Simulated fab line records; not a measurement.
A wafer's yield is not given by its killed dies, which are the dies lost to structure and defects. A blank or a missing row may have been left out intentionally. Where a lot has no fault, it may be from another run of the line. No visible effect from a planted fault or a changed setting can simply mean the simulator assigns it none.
fab line records	flow n5_finfet
record lots=10	wafers=29	last_day=17
route steps=1938 shown BEOL_M3@1000 BEOL_M4@1111 MIM_TOP_LITHO@1848 TV_LITHO@1884 TV_OPEN@1889 PASSIVATION@1936
lots untouched by any fault: they come from a run of this same line in which no faults occurred
start_h: hours from the record's first day to the start of the lot's first wafer shown	wait_h: how many hours have passed since the lot's step before this one	" same as the row above	L1.1+2: a row that stands for several wafers	- no value, or no start was given	* or withheld: withheld	< > ~ a bound
route shown NAME@n: NAME is a module with steps in the file, n the number in the route of the first one	usual: mean/standard deviation of fault-free wafers	same: alike in all rows	chamber/n: place in a boat	sites: readings site by site	_std_site: standard deviation of those values	_edge_site: mean of outer sites minus mean of inner sites	radius_mm: how far each site lies from the wafer's centre	mask NAME#n: copy n	behind: the most recent tool/chamber to have shaped the wafer	hold: why the lot went on hold/how many hours it stayed there/how the hold came to an end	device: which transistor (n, p or np) failed to switch	end of line: tests run on the same wafers once the route is complete	a step without rows: its recipe alone	killed: at the first sort, the dies lost to defects and structure; wafer yield is something else	map: a wafer's dies, marking killed ones x, the rest . and places with no die _
set.NAME: the setting that was run; set.NAME@STEP: the one run at that earlier step	model.NAME: the simulator's own value behind a step, which no gauge read
the route's steps for a sample of lots (tables are steps, rows are wafers)
services: the hour from which a tool's chamber was out of use, counted from the record's first day as start_h (under 0 if before that day), plus the number of hours and why
## steps
# step N5_BEOL_M3_SPUTTER_86
# recipe material=Cu	target_thk_a=45	temp_c=-20	chamber_pressure_pa=0.07	power_w=withheld	time_s=8.29
# usual throttle_valve_pct=29.9/0.95
lot.wafer	tool	chamber	start_h	wait_h	throttle_valve_pct
L664.3	pvd_sputter-02	-	178.15	0.1	29.4
L664.4	"	-	"	"	30.4
L664.6	"	-	"	"	29.3
L662.1	pvd_sputter-03	-	180.36	0.1	28.5
L662.4	"	-	"	"	29.2
L662.6	"	-	"	"	30.6
L663.2	pvd_sputter-03	-	186.86	0.1	30.7
L663.4	"	-	"	"	29.5
L663.6	"	-	"	"	29.6
L665.4	pvd_sputter-03	-	189.78	0.1	28.7
L665.5	"	-	"	"	30.8
L665.6	"	-	"	"	29.9
L667.2	pvd_sputter-03	-	196.11	0.1	29.6
L667.5	"	-	"	"	29.5
L667.6	"	-	"	"	30.5
L668.1	pvd_sputter-03	-	197.95	0.1	29.4
L668.2	"	-	"	"	30.7
L669.3	pvd_sputter-02	-	201.76	0.1	30.4
L669.5	"	-	"	"	29.2
L669.6	"	-	"	"	30.1
L673.2	pvd_sputter-03	-	247.87	0.1	30.6
L673.4	"	-	"	"	29.4
L673.5	"	-	"	"	29.3
L676.1	pvd_sputter-01	-	262.27	0.1	30.8
L676.3	"	-	"	"	32.2
L676.4	"	-	"	"	30.9
L675.2	pvd_sputter-01	-	264.11	0.1	30.9
L675.4	"	-	"	"	28.9
L675.6	"	-	"	"	30.9
# step N5_BEOL_M4_RC_MEAS_101
# usual DIBL_N=36.4/1.9	DIBL_P=35.8/2.1	IOFF_N=0.158/0.029	IOFF_P=0.21/0.035	ION_N=676/14	ION_P=465/9.7	SS_N=71.5/0.66	SS_P=73.4/0.7	VT_N=249.8/3	VT_P=-250/3.3
lot.wafer	tool	chamber	start_h	wait_h	DIBL_N[mV/V]	DIBL_P[mV/V]	IOFF_N[nA/um]	IOFF_P[nA/um]	ION_N[uA/um]	ION_P[uA/um]	SS_N[mV/dec]	SS_P[mV/dec]	VT_N[mV]	VT_P[mV]
L662.1	prober-01	0	202.33	0.0	38.5	39.9	0.219	0.27	677	463	71.9	75.0	242.7	-249
L662.4	"	0	"	"	37.8	36.8	0.196	0.21	677	455	72.8	73.8	249.7	-251
L662.6	"	0	"	"	37.9	37.4	0.190	0.21	665	452	72.8	74.1	250.0	-253
L664.3	prober-02	0	202.43	0.3	38.1	37.1	0.194	0.26	698	479	71.5	73.5	243.8	-245
L664.4	"	0	"	"	37.7	36.5	0.180	0.25	703	489	71.7	73.9	246.4	-247
L664.6	"	0	"	"	35.1	33.8	0.139	0.21	691	482	70.8	72.7	249.2	-247
L663.2	prober-01	0	203.42	0.7	34.4	34.7	0.131	0.20	649	451	71.3	73.2	250.7	-249
L663.4	"	0	"	"	33.5	33.8	0.116	0.19	652	456	70.9	73.1	254.2	-249
L663.6	"	0	"	"	34.8	35.7	0.143	0.22	674	473	71.7	73.1	250.6	-248
L665.4	prober-01	0	209.79	0.5	37.6	38.6	0.163	0.19	661	446	70.9	73.8	250.5	-253
L665.5	"	0	"	"	35.9	36.5	0.137	0.17	650	443	71.0	73.6	253.8	-256
L665.6	"	0	"	"	36.8	36.9	0.157	0.17	659	446	71.7	73.1	250.6	-257
L667.2	prober-01	0	226.16	0.2	34.3	32.2	0.113	0.18	676	473	70.4	72.4	255.0	-251
L667.5	"	0	"	"	37.0	34.8	0.145	0.22	664	462	71.4	73.2	250.7	-247
L667.6	"	0	"	"	34.0	31.5	0.107	0.18	661	461	70.4	72.1	254.0	-250
L668.1	prober-02	0	233.13	0.0	37.6	35.5	0.155	0.22	688	474	70.3	73.1	249.2	-248
L668.2	"	0	"	"	38.4	36.2	0.171	0.22	690	471	71.1	73.4	250.3	-246
L669.3	prober-01	0	233.73	0.3	37.8	37.2	0.177	0.26	676	473	71.2	73.9	248.1	-248
L669.5	"	0	"	"	37.5	37.2	0.171	0.26	676	471	71.5	74.0	248.2	-246
L669.6	"	0	"	"	35.5	34.2	0.135	0.20	667	465	70.9	73.1	252.9	-250
L673.2	prober-01	0	261.57	0.2	38.9	37.3	0.190	0.27	707	484	71.1	73.9	243.9	-243
L673.4	"	0	"	"	38.0	35.8	0.161	0.22	687	470	71.3	73.3	248.4	-249
L673.5	"	0	"	"	41.7	40.5	0.228	0.31	708	482	72.0	74.9	242.3	-244
L676.1	prober-01	0	282.14	0.0	36.4	36.5	0.190	0.23	687	469	71.2	73.5	245.3	-252
L676.3	"	0	"	"	36.7	37.1	0.190	0.23	686	462	71.8	73.0	244.6	-249
L676.4	"	0	"	"	36.3	34.9	0.168	0.19	662	455	71.9	72.3	247.2	-251
L675.2	prober-01	0	286.32	0.2	36.3	36.4	0.150	0.20	664	454	71.9	73.8	249.2	-253
L675.4	"	0	"	"	35.3	35.0	0.140	0.18	671	454	71.2	72.8	251.6	-254
L675.6	"	0	"	"	37.1	36.8	0.162	0.21	683	460	71.9	73.5	251.9	-253
# step N5_MIM_TOP_LITHO_OVL_MEAS_11
# recipe points_per_wafer=44
# usual MIM_TOP_OVL=-1/5.1
# same points_per_wafer=44
lot.wafer	tool	chamber	start_h	wait_h	MIM_TOP_OVL[nm]
L663.2	overlay-02	0	294.88	0.0	0
L663.4	"	0	"	"	-1
L663.6	"	0	"	"	0
L662.1	overlay-02	0	299.75	0.0	0
L662.4	"	0	"	"	3
L662.6	"	0	"	"	2
L664.3	overlay-01	0	303.63	0.0	-2
L664.4	"	0	"	"	-2
L664.6	"	0	"	"	4
L665.4	overlay-02	0	307.82	0.0	1
L665.5	"	0	"	"	-3
L665.6	"	0	"	"	-8
L667.2	overlay-02	0	323.89	0.0	-5
L667.5	"	0	"	"	-4
L667.6	"	0	"	"	-4
L669.3	overlay-02	0	324.13	0.0	-4
L669.5	"	0	"	"	-10
L669.6	"	0	"	"	-6
L668.1	overlay-02	0	331.76	0.0	-7
L668.2	"	0	"	"	-4
L673.2	overlay-02	0	358.36	0.0	-8
L673.4	"	0	"	"	-6
L673.5	"	0	"	"	-12
L676.1	overlay-01	0	386.25	0.0	-6
L676.3	"	0	"	"	5
L676.4	"	0	"	"	3
L675.2	overlay-01	0	387.27	0.0	2
L675.4	"	0	"	"	0
L675.6	"	0	"	"	-3
# step N5_PASSIVATION_OVL_MEAS_60
# recipe points_per_wafer=44
# usual TV_OVL=-2/5.8
# same points_per_wafer=44
lot.wafer	tool	chamber	start_h	wait_h	TV_OVL[nm]
L663.2	overlay-02	0	297.77	0.0	-5
L663.4	"	0	"	"	-3
L663.6	"	0	"	"	3
L662.1	overlay-02	0	302.33	0.0	-3
L662.4	"	0	"	"	3
L662.6	"	0	"	"	4
L664.3	overlay-02	0	306.71	0.0	3
L664.4	"	0	"	"	1
L664.6	"	0	"	"	0
L665.4	overlay-01	0	310.49	0.0	-2
L665.5	"	0	"	"	0
L665.6	"	0	"	"	-2
L667.2	overlay-01	0	326.15	0.0	5
L667.5	"	0	"	"	7
L667.6	"	0	"	"	5
L669.3	overlay-02	0	326.59	0.0	-8
L669.5	"	0	"	"	0
L669.6	"	0	"	"	-3
L668.1	overlay-01	0	334.39	0.0	-9
L668.2	"	0	"	"	-4
L673.2	overlay-01	0	361.62	0.0	-5
L673.4	"	0	"	"	-5
L673.5	"	0	"	"	-7
L676.1	overlay-02	0	390.69	0.0	6
L676.3	"	0	"	"	7
L676.4	"	0	"	"	1
L675.2	overlay-01	0	392.16	0.0	5
L675.4	"	0	"	"	-2
L675.6	"	0	"	"	-3
# step N5_PASSIVATION_STRIP_14
# recipe chemistry=O2	power_w=600	temp_c=60	pressure_mtorr=30	rf_frequency_hz=6e+07	bias_power_w=0	overash_fraction=0.5	o2_flow_sccm=225
# usual drypump_motor_current_A=5.9/0.44	o2_flow_sccm=225.0/0.69	oes_product_au=0.82/0.11	rf_vpp_V=3.5/0.96	showerhead_plenum_p_Torr=2.08/0.087	throttle_valve_pct=16.70/0.25
lot.wafer	tool	chamber	start_h	wait_h	drypump_motor_current_A	o2_flow_sccm	oes_product_au	rf_hours_counter_h	rf_vpp_V	showerhead_plenum_p_Torr	throttle_valve_pct
L663.2	rie_diel-01	1	298.18	0.1	5.5	225.4	0.67	247	1.5	2.06	17.28
L663.4	"	2	"	"	5.4	223.9	0.75	140	3.7	2.12	16.80
L663.6	"	2	"	"	5.4	224.7	0.74	-	3.8	2.12	16.78
L662.1	rie_diel-06	2	302.75	0.1	5.6	226.1	0.69	202	3.7	2.17	16.83
L662.4	"	1	"	"	6.0	224.1	0.75	150	2.5	1.93	16.60
L662.6	"	3	"	"	6.6	225.4	0.99	-	2.5	2.23	16.51
L664.3	rie_diel-06	1	307.12	0.1	6.0	224.3	0.75	152	3.1	1.93	16.60
L664.4	"	3	"	"	6.6	224.7	0.98	5	1.5	2.23	16.48
L664.6	"	1	"	"	6.0	225.0	0.77	-	2.1	1.93	16.64
L665.4	rie_diel-06	1	311.20	0.1	6.0	225.2	0.76	154	3.2	1.93	16.60
L665.5	"	2	"	"	5.6	224.7	0.71	-	3.6	2.16	16.79
L665.6	"	1	"	"	6.0	224.1	0.75	-	2.6	1.93	16.60
L667.2	rie_diel-01	0	326.56	0.1	5.9	225.9	0.70	245	3.1	2.06	17.11
L667.5	"	1	"	"	5.5	224.9	1.00	-	2.3	2.06	16.81
L667.6	"	0	"	"	5.9	226.0	0.71	-	2.8	2.06	17.12
L669.3	rie_diel-01	2	327.05	0.1	5.4	225.0	0.74	152	4.9	2.12	16.80
L669.5	"	3	"	"	6.2	225.1	0.98	-	3.7	2.06	16.33
L669.6	"	2	"	"	5.4	225.1	0.73	-	4.1	2.12	16.82
L668.1	rie_diel-06	1	335.01	0.1	6.0	225.3	0.74	162	5.2	1.92	16.62
L668.2	"	3	"	"	6.6	224.2	0.96	15	3.2	2.23	16.50
L673.2	rie_diel-01	2	362.09	0.1	5.4	226.2	0.72	162	2.2	2.11	16.84
L673.4	"	1	"	"	5.5	224.8	0.94	-	4.1	2.06	16.83
L673.5	"	3	"	"	6.3	225.1	0.95	-	5.5	2.06	16.34
L676.1	rie_diel-01	1	391.10	0.1	5.6	224.9	0.93	18	5.9	2.06	16.86
L676.3	"	3	"	"	6.3	224.8	0.93	32	5.0	2.05	16.36
L676.4	"	0	"	"	5.9	224.9	0.93	6	4.0	2.06	16.60
L675.2	rie_diel-01	2	392.57	0.1	5.4	225.3	0.72	171	3.3	2.11	16.86
L675.4	"	3	"	"	6.3	224.2	0.93	32	3.3	2.05	16.34
L675.6	"	2	"	"	5.4	224.9	0.72	-	3.6	2.11	16.85
# step N5_PASSIVATION_PROBE_49
# usual defect_limited_yield=91.3/1.3	killed_at_M0_to_M3=34/9.1	killed_at_M4_up=14/5.6	killed_at_contacts=13/5.9	killed_at_front_end=39/11	killed_at_other=3.6/3	killed_dies=102/16	killed_open=68/12	killed_short=33/7.3	sort_bin_5_function=5.2/0.89	sort_bin_6_memory=3.2/0.68	sort_bin_8_speed=0.00/0.027	sort_n_pass=1078/16	sort_yield_pct=91.3/1.3
# same gross_dies=1180	killed_at_back_side=0	sort_bin_4_leakage[%]=0
lot.wafer	tool	chamber	start_h	wait_h	defect_limited_yield[%]	killed_at_M0_to_M3	killed_at_M4_up	killed_at_contacts	killed_at_front_end	killed_at_other	killed_dies	killed_open	killed_short	sort_bin_5_function[%]	sort_bin_6_memory[%]	sort_bin_8_speed[%]	sort_n_pass	sort_yield_pct[%]
L673.2	prober-01	-	368.37	0.1	83.4	123	18	14	41	0	196	63	35	10.8	4.4	0	984	83.4
L673.4	prober-01	-	368.47	0.2	82.0	125	33	15	37	2	212	82	28	11.9	4.5	0	968	82.0
L673.5	prober-01	-	368.52	0.2	81.8	126	27	25	34	3	215	85	27	12.1	5.3	0	965	81.8
L676.1	prober-01	-	397.93	0.0	90.7	53	21	4	30	2	110	70	39	5.4	3.4	0	1070	90.7
L676.4	prober-01	-	398.08	0.2	90.7	42	18	12	29	9	110	79	28	5.8	3.1	0	1070	90.7
# killed by level:class
L673.2 BEOL_M0_SAQP:unspecified=96 FIN_SAQP:geometric_particle:open=14 BEOL_M3:geometric_particle:open=7 MOL_CONTACT_COAG:geometric_particle:short=7 MOL_CONTACT_COAG:geometric_particle:open=7 BEOL_M4:geometric_particle:open=7 FIN_SAQP:geometric_particle:short=5 STI_FIN_REVEAL:geometric_particle:open=5
L673.4 BEOL_M0_SAQP:unspecified=96 BEOL_M4:geometric_particle:open=20 MOL_CONTACT_COAG:geometric_particle:open=13 BEOL_M0_SAQP:geometric_particle:short=10 FIN_SAQP:geometric_particle:open=9 STI_FIN_REVEAL:geometric_particle:open=9 BEOL_M4:geometric_particle:short=7 BEOL_M3:geometric_particle:open=6
L673.5 BEOL_M0_SAQP:unspecified=102 MOL_CONTACT_COAG:geometric_particle:open=21 BEOL_M4:geometric_particle:open=18 FIN_SAQP:geometric_particle:open=12 FIN_SAQP:geometric_particle:short=10 BEOL_M0_SAQP:geometric_particle:open=6 BEOL_M2:geometric_particle:open=6 STI_FIN_REVEAL:geometric_particle:open=5
L676.1 BEOL_M0_SAQP:geometric_particle:open=17 BEOL_M0_SAQP:geometric_particle:short=14 BEOL_M4:geometric_particle:open=13 FIN_SAQP:geometric_particle:open=6 FIN_SAQP:geometric_particle:short=6 BEOL_M2:geometric_particle:open=6 BEOL_M1:geometric_particle:open=4 BEOL_M2:geometric_particle:short=4
L676.4 BEOL_M0_SAQP:geometric_particle:open=14 MOL_CONTACT_COAG:geometric_particle:open=12 BEOL_M4:geometric_particle:open=11 BEOL_M2:geometric_particle:open=8 BEOL_M3:geometric_particle:open=6 STI_FIN_REVEAL:geometric_particle:open=4 BEOL_M0_SAQP:geometric_particle:short=4 FIN_SAQP:geometric_particle:open=3
## services
tool	chamber	start_h	hours	kind
pvd_sputter-02	-	180.38	6.8	repair
pvd_sputter-01	-	185.31	8.9	repair
rie_diel-06	0	189.62	-	clean
rie_diel-06	0	189.62	-	consumable_replace:focus_ring
rie_diel-06	0	189.62	19.5	scheduled_down
rie_diel-06	0	189.62	19.5	vent_cycle
rie_diel-06	-	227.86	0.3	repair
rie_diel-06	3	274.05	-	clean
rie_diel-06	3	274.05	-	consumable_replace:focus_ring
rie_diel-06	3	274.05	-	consumable_replace:showerhead
rie_diel-06	3	274.05	15.7	scheduled_down
rie_diel-06	3	274.05	15.7	vent_cycle
rie_diel-01	3	276.59	-	clean
rie_diel-01	3	276.59	-	consumable_replace:focus_ring
rie_diel-01	1	305.06	-	clean
rie_diel-01	1	305.06	-	consumable_replace:focus_ring
rie_diel-01	1	329.54	2.5	repair
rie_diel-01	-	345.20	2.8	pm
rie_diel-01	0	351.30	-	clean
rie_diel-01	0	351.30	-	consumable_replace:focus_ring
rie_diel-01	0	351.30	10.8	scheduled_down
rie_diel-01	0	351.30	10.8	vent_cycle
## key
first_sign step=N5_PASSIVATION_PROBE_49	reading=killed_at_M0_to_M3	direction=up	sigmas=10	usual=34	struck=125
effect step=N5_PASSIVATION_PROBE_49	reading=sort_bin_5_function	direction=up	sigmas=7.3	usual=5.2	struck=11.6
met_at N5_BEOL_M3_SPUTTER_86
struck_lots L673
not_acting_at N5_MIM_TOP_LITHO_OVL_MEAS_11,N5_PASSIVATION_OVL_MEAS_60,N5_PASSIVATION_STRIP_14
onset_between 197.95 247.87
earlier_fault kind=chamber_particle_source	tool=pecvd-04	chamber=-	onset_h=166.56	steps=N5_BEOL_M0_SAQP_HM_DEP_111	rate_per_visit_cm2=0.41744
fault kind=process_parameter_drift	tool=pvd_sputter-03	chamber=-	onset_h=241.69	steps=N5_BEOL_M3_SPUTTER_86	channel=time_s	offset=*	shape=step	acts_in=*	stated=*
